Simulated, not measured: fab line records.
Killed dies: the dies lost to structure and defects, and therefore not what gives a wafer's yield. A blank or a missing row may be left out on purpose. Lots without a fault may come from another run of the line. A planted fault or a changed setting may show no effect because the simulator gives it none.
fab line records | flow nand_harc
record: lots: 15 wafers: 43 last_day: 24
route steps=1159 shown A_CONTACT@875
lots that met no fault: from a run of the same line without faults
start_h: hours from the record's opening day to when the first of the lot's shown wafers began | wait_h: how many hours have passed since the lot's step before this one | " same as the row above | L1.1+2: one row covering several wafers at once | - no value present, or no start provided | * or withheld: withheld | < > ~ a bound
route shown NAME@n: names a module that has steps shown in the file, with the first one's number in the route | usual: mean and standard deviation over wafers with no fault | same: alike in all rows | chamber/n: place in a boat | sites: readings site by site | _std_site: standard deviation of those values | _edge_site: inner sites' mean taken away from outer sites' mean | radius_mm: for every site, how far away it sits from the centre of the wafer | mask NAME#n: copy n | behind: tool/chamber where the wafer was last shaped | hold: the reason the lot was held/the length of the hold in hours/how it ended | device: names the non-switching transistor (n, p or np) | end of line: at the end of the route, the tests of the same wafers | step lacking rows: just its recipe | killed: not the wafer's yield, but the dies lost to structure and defects at the first sort | map: a wafer's dies, x killed, . not, _ none there
set.NAME: the setting that was run; set.NAME@STEP: the one run at that earlier step | model.NAME: the simulator's own value behind a step, which no gauge read
one table for each step of the route and one row for each wafer, over a sample of lots
services: from which hour (start_h, from the record's first day; less than 0 if before it) a tool's chamber was out of use, for how many hours, and why
== steps ==
step: NHARC_A_CONTACT_ETCH_90
recipe: target_depth_a: 400 over_etch_frac: 0.5 time_s: 85.7 ion_energy_ev: 120 ch3f_flow_sccm: 50 o2_flow_sccm: 30 ar_flow_sccm: 200 rf_w: 500 bias_w: 100 chemistry: CH3F/O2
usual: drypump_motor_current_A: 5.5/0.58 o2_flow_sccm: 30.00/0.095 oes_product_au: 0.97/0.036 rf_vpp_V: 243.8/1.2 run_length_s: 106.9/0.38 showerhead_plenum_p_Torr: 2.43/0.061 throttle_valve_pct: 20.662/0.0098
columns lot.wafer tool chamber start_h wait_h drypump_motor_current_A o2_flow_sccm oes_product_au rf_hours_counter_h rf_vpp_V run_length_s showerhead_plenum_p_Torr throttle_valve_pct
L568.3 rie_diel-01 2 376.95 0.4 6.3 29.97 0.93 23 244.1 106.8 2.40 20.652
L568.1 " 3 " " 5.7 29.98 0.92 23 244.5 107.1 2.46 20.671
L568.2 " 1 " " 5.1 30.05 0.92 19 245.2 107.7 2.57 20.678
L569.3 rie_diel-01 0 379.59 0.4 6.2 30.08 0.99 22 246.7 107.2 2.52 20.665
L569.4 " 1 " " 5.1 30.10 0.99 19 246.2 108.2 2.57 20.634
L569.2 " 2 " " 6.3 29.84 1.01 23 244.0 106.9 2.40 20.660
L567.1 rie_diel-05 2 382.44 0.5 4.8 29.88 0.99 5 244.6 107.2 2.45 20.658
L567.3 " 3 " " 5.0 30.00 1.00 5 244.0 106.9 2.43 20.659
L567.5 " 2 " " 4.7 29.99 1.00 - 243.5 106.6 2.45 20.669
L571.4 rie_diel-05 2 388.19 0.4 4.8 29.95 0.99 6 245.3 106.6 2.45 20.643
L571.5 " 2 " " 4.7 29.99 0.99 - 245.9 106.8 2.45 20.661
L571.6 " 3 " " 5.0 29.97 0.99 - 243.5 107.2 2.43 20.651
L570.1 rie_diel-05 1 389.07 0.5 6.1 30.02 1.00 6 242.0 107.2 2.36 20.657
L570.5 " 3 " " 5.0 30.07 0.99 - 242.0 107.1 2.43 20.665
L570.6 " 0 " " 5.8 29.93 1.00 - 244.6 106.1 2.40 20.675
L572.2 rie_diel-05 2 393.49 0.5 4.8 30.03 0.93 7 244.0 106.6 2.45 20.662
L572.3 " 3 " " 5.0 30.14 0.93 7 243.3 106.8 2.43 20.659
L572.1 " 0 " " 5.8 29.92 0.92 7 244.9 106.2 2.40 20.658
L574.1 rie_diel-05 2 416.49 0.6 4.8 30.13 0.96 10 245.4 106.8 2.45 20.668
L574.4 " 3 " " 5.0 30.08 0.95 10 243.0 106.8 2.43 20.668
L574.3 " 0 " " 5.8 29.99 0.94 10 244.0 106.2 2.39 20.669
L573.4 rie_diel-01 3 422.29 0.4 5.7 30.04 0.92 37 244.0 106.8 2.45 20.672
L573.1 " 1 " " 5.1 30.01 0.92 34 244.2 107.3 2.56 20.679
L573.5 " 3 " " 5.7 29.91 0.92 - 246.4 106.7 2.45 20.653
L576.4 rie_diel-05 0 432.58 0.4 5.8 29.91 0.99 11 240.9 106.7 2.39 20.669
L576.3 " 2 " " 4.8 30.04 0.99 13 243.2 106.9 2.44 20.650
L576.6 " 0 " " 5.9 29.99 1.00 - 242.6 106.2 2.39 20.661
L581.2 rie_diel-05 3 466.22 0.5 5.0 29.96 1.00 17 243.0 106.9 2.43 20.669
L581.6 " 3 " " 5.0 29.78 1.00 - 244.2 106.8 2.43 20.659
L578.2 rie_diel-01 1 471.80 0.5 5.1 29.98 0.92 54 246.3 107.3 2.56 20.662
L578.4 " 3 " " 5.7 29.98 0.92 57 244.6 106.9 2.45 20.659
L578.6 " 2 " " 6.3 29.93 0.93 - 244.6 107.5 2.39 20.663
L582.4 rie_diel-05 1 476.18 0.4 6.1 30.08 0.92 21 243.4 106.8 2.35 20.674
L582.2 " 3 " " 5.0 30.16 0.93 20 242.1 107.1 2.43 20.645
L587.1 rie_diel-05 0 497.19 0.9 5.8 29.96 0.92 23 243.0 106.7 2.39 20.659
L587.2 " 3 " " 5.0 30.11 0.93 25 243.5 106.8 2.42 20.658
L587.6 " 0 " " 5.8 29.91 0.93 - 242.8 106.2 2.39 20.671
L590.4 rie_diel-05 3 506.21 0.4 5.0 29.92 1.00 26 244.3 107.5 2.42 20.657
L590.3 " 0 " " 5.8 29.94 1.00 26 243.8 106.1 2.39 20.668
L590.6 " 3 " " 5.0 29.90 0.99 - 243.3 106.9 2.42 20.665
L589.2 rie_diel-01 1 509.44 0.6 5.1 30.13 1.02 5 247.0 108.1 2.55 20.658
L589.5 " 3 " " 5.7 30.05 0.99 - 244.4 107.0 2.44 20.644
L589.6 " 0 " " 6.2 30.00 1.00 - 245.5 107.1 2.50 20.651
step: NHARC_A_CONTACT_ETCH_75
recipe: target_depth_a: 390 over_etch_frac: 0.3 time_s: 65 ion_energy_ev: 80 cf4_flow_sccm: 150 ar_flow_sccm: 0 rf_w: 300 bias_w: 100 chemistry: CF4
usual: drypump_motor_current_A: 5.7/0.57 oes_product_au: 1.001/0.0075 rf_vpp_V: 150.9/1.3 run_length_s: 86.3/0.44 showerhead_plenum_p_Torr: 1.74/0.071 throttle_valve_pct: 13.283/0.0088
columns lot.wafer tool chamber start_h wait_h drypump_motor_current_A oes_product_au rf_hours_counter_h rf_vpp_V run_length_s showerhead_plenum_p_Torr throttle_valve_pct
L568.3 rie_diel-13 1 382.17 0.1 6.4 1.013 33 149.2 86.7 1.64 13.275
L568.1 " 3 " " 5.3 1.007 34 149.0 86.3 1.64 13.292
L568.2 " 0 " " 5.4 0.998 33 150.3 86.2 1.70 13.299
L569.2 rie_diel-13 2 383.78 0.1 6.3 0.991 35 150.9 86.7 1.72 13.273
L569.3 " 3 " " 5.3 1.002 34 148.4 86.1 1.64 13.270
L569.4 " 1 " " 6.4 1.004 34 147.8 86.3 1.64 13.279
L567.3 rie_diel-13 0 387.88 0.1 5.4 1.006 35 151.0 85.9 1.70 13.285
L567.1 " 2 " " 6.3 1.005 36 150.0 86.7 1.72 13.294
L567.5 " 0 " " 5.4 0.997 - 151.2 85.7 1.70 13.283
L571.4 rie_diel-01 0 392.27 0.1 6.2 0.992 26 152.2 87.1 1.81 13.278
L571.6 " 1 " " 5.1 0.997 - 152.9 86.6 1.84 13.279
L571.5 " 2 " " 6.3 0.994 - 150.7 86.1 1.73 13.282
L570.1 rie_diel-13 1 393.06 0.2 6.4 1.000 39 148.0 86.2 1.64 13.294
L570.6 " 1 " " 6.4 1.007 - 149.4 86.6 1.64 13.284
L570.5 " 2 " " 6.3 1.009 - 149.9 86.9 1.72 13.297
L572.2 rie_diel-05 1 397.50 0.1 6.1 1.001 8 150.4 86.8 1.70 13.290
L572.3 " 2 " " 4.7 1.018 8 151.4 86.2 1.76 13.280
L572.1 " 3 " " 5.0 1.000 7 151.7 86.1 1.75 13.299
L574.3 rie_diel-05 1 422.83 0.1 6.0 1.005 12 151.4 86.4 1.70 13.281
L574.4 " 2 " " 4.7 1.005 11 149.2 86.0 1.76 13.291
L574.1 " 3 " " 5.0 0.999 11 150.2 86.7 1.75 13.277
L573.1 rie_diel-13 3 426.17 0.1 5.3 1.004 47 147.9 86.3 1.64 13.297
L573.4 " 0 " " 5.4 0.996 48 151.2 86.3 1.70 13.281
L573.5 " 3 " " 5.4 0.993 - 148.9 86.3 1.64 13.281
L576.4 rie_diel-01 2 436.80 0.1 6.3 1.001 43 151.9 86.3 1.72 13.279
L576.3 " 0 " " 6.2 0.998 41 153.0 86.9 1.80 13.286
L576.6 " 1 " " 5.1 0.997 - 152.7 86.8 1.84 13.280
L581.2 rie_diel-05 2 470.32 0.2 4.7 1.006 19 152.3 70.9 1.76 13.292
L581.6 " 2 " " 4.8 1.002 - 149.7 86.7 1.76 13.280
L578.4 rie_diel-05 1 478.95 0.1 6.1 1.004 21 152.0 71.5 1.70 13.286
L578.2 " 3 " " 5.0 0.995 20 151.6 71.5 1.75 13.291
L578.6 " 1 " " 6.1 1.002 - 151.8 86.6 1.70 13.283
L582.2 rie_diel-05 0 484.68 0.1 5.8 0.990 19 151.2 70.5 1.72 13.285
L582.4 " 2 " " 4.7 1.008 22 152.0 71.3 1.76 13.273
L587.2 rie_diel-01 1 502.01 0.1 5.1 0.998 0 152.5 86.8 1.83 13.285
L587.1 " 2 " " 6.3 0.997 0 151.2 86.1 1.72 13.276
L587.6 " 1 " " 5.1 0.997 - 152.1 87.5 1.83 13.274
L590.4 rie_diel-13 1 510.11 0.1 6.5 0.998 20 151.6 86.7 1.90 13.286
L590.3 " 3 " " 5.3 1.001 19 153.1 86.2 1.90 13.277
L590.6 " 1 " " 6.4 1.004 - 153.4 86.3 1.90 13.301
L589.2 rie_diel-13 3 513.78 0.1 5.3 0.999 20 152.1 86.4 1.90 13.274
L589.5 " 2 " " 6.3 1.013 - 150.7 86.9 1.71 13.291
L589.6 " 3 " " 5.3 0.999 - 151.9 86.2 1.90 13.287
step: NHARC_A_CONTACT_ETCH_77
recipe: target_depth_a: 726 time_s: 36.3 cf4_flow_sccm: 100 chf3_flow_sccm: 30 ar_flow_sccm: 0 rf_w: 500 bias_w: 200 chemistry: CF4/CHF3
usual: drypump_motor_current_A: 5.7/0.55 oes_product_au: 0.942/0.021 rf_vpp_V: 369.8/2.3 run_length_s: 57.6/0.43 showerhead_plenum_p_Torr: 1.55/0.064 throttle_valve_pct: 16.802/0.0093
columns lot.wafer tool chamber start_h wait_h drypump_motor_current_A oes_product_au rf_hours_counter_h rf_vpp_V run_length_s showerhead_plenum_p_Torr throttle_valve_pct
L568.3 rie_diel-13 0 - - 5.4 0.974 33 370.3 57.1 1.51 16.802
L568.2 " 2 " " 6.3 0.989 35 369.7 58.1 1.53 16.797
L568.1 " 3 " " 5.4 0.961 34 366.8 57.8 1.46 16.809
L569.3 rie_diel-13 2 - - 6.3 0.924 35 369.7 57.9 1.53 16.796
L569.4 " 0 " " 5.4 0.924 33 369.4 57.6 1.51 16.787
L569.2 " 1 " " 6.4 0.927 34 367.8 57.7 1.46 16.797
L567.1 rie_diel-13 3 - - 5.3 0.938 36 367.8 57.4 1.46 16.801
L567.3 " 0 " " 5.4 0.922 35 368.0 57.1 1.51 16.808
L567.5 " 0 " " 5.4 0.921 - 368.3 57.1 1.51 16.788
L571.4 rie_diel-01 1 - - 5.1 0.922 24 373.7 58.1 1.64 16.795
L571.6 " 0 " " 6.2 0.924 - 371.1 57.6 1.61 16.798
L571.5 " 1 " " 5.1 0.912 - 373.9 58.4 1.64 16.783
L570.1 rie_diel-13 2 - - 6.3 0.964 39 368.5 58.3 1.53 16.799
L570.6 " 3 " " 5.3 0.939 - 365.5 57.7 1.46 16.802
L570.5 " 0 " " 5.4 0.948 - 370.6 57.4 1.51 16.819
L572.1 rie_diel-05 1 - - 6.1 0.936 8 369.5 57.7 1.51 16.794
L572.3 " 3 " " 5.0 0.917 8 368.1 57.4 1.56 16.794
L572.2 " 0 " " 5.8 0.914 7 368.3 56.9 1.53 16.811
L574.3 rie_diel-05 0 - - 5.8 0.924 10 369.8 56.8 1.53 16.801
L574.4 " 1 " " 6.1 0.933 12 367.6 57.5 1.51 16.787
L574.1 " 3 " " 5.0 0.918 11 370.2 57.5 1.56 16.784
L573.4 rie_diel-13 2 - - 6.3 0.937 47 368.4 58.4 1.53 16.806
L573.1 " 0 " " 5.4 0.935 48 368.2 57.3 1.51 16.800
L573.5 " 2 " " 6.3 0.931 - 368.2 58.6 1.53 16.799
L576.4 rie_diel-01 0 - - 6.2 0.923 41 371.8 57.8 1.60 16.806
L576.3 " 2 " " 6.3 0.920 43 369.9 57.7 1.53 16.780
L576.6 " 0 " " 6.2 0.916 - 370.8 58.2 1.60 16.803
L581.2 rie_diel-05 2 - - 4.7 0.954 19 371.2 57.5 1.56 16.797
L581.6 " 0 " " 5.8 1.001 - 370.3 56.6 1.53 16.807
L578.2 rie_diel-05 0 - - 5.8 0.957 18 370.3 56.6 1.53 16.804
L578.4 " 1 " " 6.1 0.956 21 368.2 57.5 1.51 16.793
L578.6 " 1 " " 6.1 0.964 - 366.9 57.7 1.51 16.803
L582.4 rie_diel-05 0 - - 5.8 0.970 19 369.5 56.8 1.53 16.796
L582.2 " 1 " " 6.1 0.977 23 367.4 57.5 1.51 16.803
L587.2 rie_diel-01 1 - - 5.1 0.945 2 372.7 58.3 1.63 16.814
L587.1 " 3 " " 5.7 0.957 1 368.1 57.8 1.56 16.799
L587.6 " 1 " " 5.1 0.956 - 373.0 58.0 1.63 16.797
L590.3 rie_diel-13 1 - - 6.4 0.933 20 373.2 58.2 1.69 16.802
L590.4 " 3 " " 5.3 0.933 19 376.4 58.0 1.69 16.813
L590.6 " 1 " " 6.4 0.923 - 375.3 57.5 1.69 16.798
L589.2 rie_diel-13 2 - - 6.3 0.939 20 369.1 58.4 1.52 16.801
L589.6 " 2 " " 6.3 0.930 - 368.2 58.5 1.52 16.800
L589.5 " 3 " " 5.3 0.929 - 375.8 57.3 1.69 16.815
step: NHARC_A_CONTACT_ETCH_129
recipe: source_w: withheld pressure_mtorr: 20 bias_v: 1200 time_s: 155 target_depth_a: 9560 ar_flow_sccm: withheld c4f8_flow_sccm: withheld o2_flow_sccm: withheld chemistry: C4F8/O2/Ar
usual: run_length_s: 155/0
columns lot.wafer tool chamber start_h wait_h rf_hours_counter_h run_length_s
L568.2 har_cap_etch-01 0 383.99 0.1 58 155
L568.1 " 1 " " 58 155
L568.3 " 0 " " - 155
L569.2 har_cap_etch-03 1 385.61 0.1 84 155
L569.3 " 0 " " - 155
L569.4 " 1 " " - 155
L567.1 har_cap_etch-02 0 391.30 0.2 14 155
L567.3 " 1 " " - 155
L567.5 " 1 " " - 155
L571.4 har_cap_etch-02 0 394.41 0.2 - 155
L571.6 " 1 " " - 155
L571.5 " 0 " " - 155
L570.1 har_cap_etch-03 0 394.88 0.1 88 155
L570.5 " 0 " " - 155
L570.6 " 1 " " - 155
L572.2 har_cap_etch-02 0 399.31 0.1 17 155
L572.1 " 1 " " 17 155
L572.3 " 0 " " - 155
L574.1 har_cap_etch-02 0 425.10 0.1 19 155
L574.3 " 1 " " - 155
L574.4 " 0 " " - 155
L573.1 har_cap_etch-03 0 427.98 0.1 91 155
L573.4 " 0 " " - 155
L573.5 " 1 " " - 155
L576.3 har_cap_etch-01 1 438.65 0.1 - 155
L576.4 " 0 " " - 155
L576.6 " 1 " " - 155
L581.2 har_cap_etch-01 0 472.19 0.1 72 155
L581.6 " 0 " " - 155
L578.2 har_cap_etch-01 1 480.76 0.1 74 155
L578.4 " 0 " " - 155
L578.6 " 0 " " - 155
L582.2 har_cap_etch-03 1 486.52 0.1 101 155
L582.4 " 1 " " - 155
L587.1 har_cap_etch-01 1 505.20 0.1 80 155
L587.2 " 0 " " 80 155
L587.6 " 0 " " - 155
L590.4 har_cap_etch-02 1 511.98 0.1 - 155
L590.3 " 0 " " - 155
L590.6 " 0 " " - 155
L589.2 har_cap_etch-01 1 515.60 0.1 83 155
L589.6 " 0 " " - 155
L589.5 " 1 " " - 155
== services ==
columns tool chamber start_h hours kind
rie_diel-05 - 354.82 0.4 repair
har_cap_etch-02 - 360.28 0.4 repair
rie_diel-05 0 366.96 4.6 repair
rie_diel-05 0 374.12 - clean
rie_diel-05 1 374.12 - clean
rie_diel-05 2 374.12 - clean
rie_diel-05 3 374.12 - clean
rie_diel-05 0 398.83 - clean
rie_diel-05 1 398.83 - clean
rie_diel-05 2 398.83 - clean
rie_diel-05 3 398.83 - clean
rie_diel-05 0 423.36 - clean
rie_diel-05 1 423.36 - clean
rie_diel-05 2 423.36 - clean
rie_diel-05 3 423.36 - clean
rie_diel-05 0 447.86 - clean
rie_diel-05 1 447.86 - clean
rie_diel-05 2 447.86 - clean
rie_diel-05 3 447.86 - clean
rie_diel-13 - 453.21 9.0 pm
rie_diel-05 - 458.16 1.0 repair
rie_diel-05 0 472.36 - clean
rie_diel-01 - 491.90 9.0 pm
rie_diel-05 3 501.35 4.8 repair
== key ==
first_sign: step: NHARC_A_CONTACT_ETCH_75 reading: run_length_s direction: down sigmas: 35 usual: * struck: *
effect none on later readings
met_at NHARC_A_CONTACT_ETCH_75
struck_lots L578,L581,L582
struck_wafers L578.2,L578.4,L581.2,L582.2,L582.4
sort_left_out L578.2,L578.4,L581.2,L582.2,L582.4
tester_left_out L578,L581,L582
not_acting_at NHARC_A_CONTACT_ETCH_90,NHARC_A_CONTACT_ETCH_77,NHARC_A_CONTACT_ETCH_129
onset_between 422.83 470.32
fault: kind: process_parameter_drift tool: rie_diel-05 chamber: - onset_h: 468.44 steps: NHARC_A_CONTACT_ETCH_75 channel: time_s offset: * shape: step end_h: 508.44 scope: struck_wafers_only acts_in: * stated: *
tester_left_out: of these lots the tester's yield and bins aren't shown, on N5 and GAA mostly nor the transistor test; their killed dies are dies lost to structure and defects alone, not to doping, threshold or leakage, so they don't give the yield
sort_left_out: the simulated sort isn't trusted on such a fault, so these wafers' sort isn't shown, and their yield isn't known
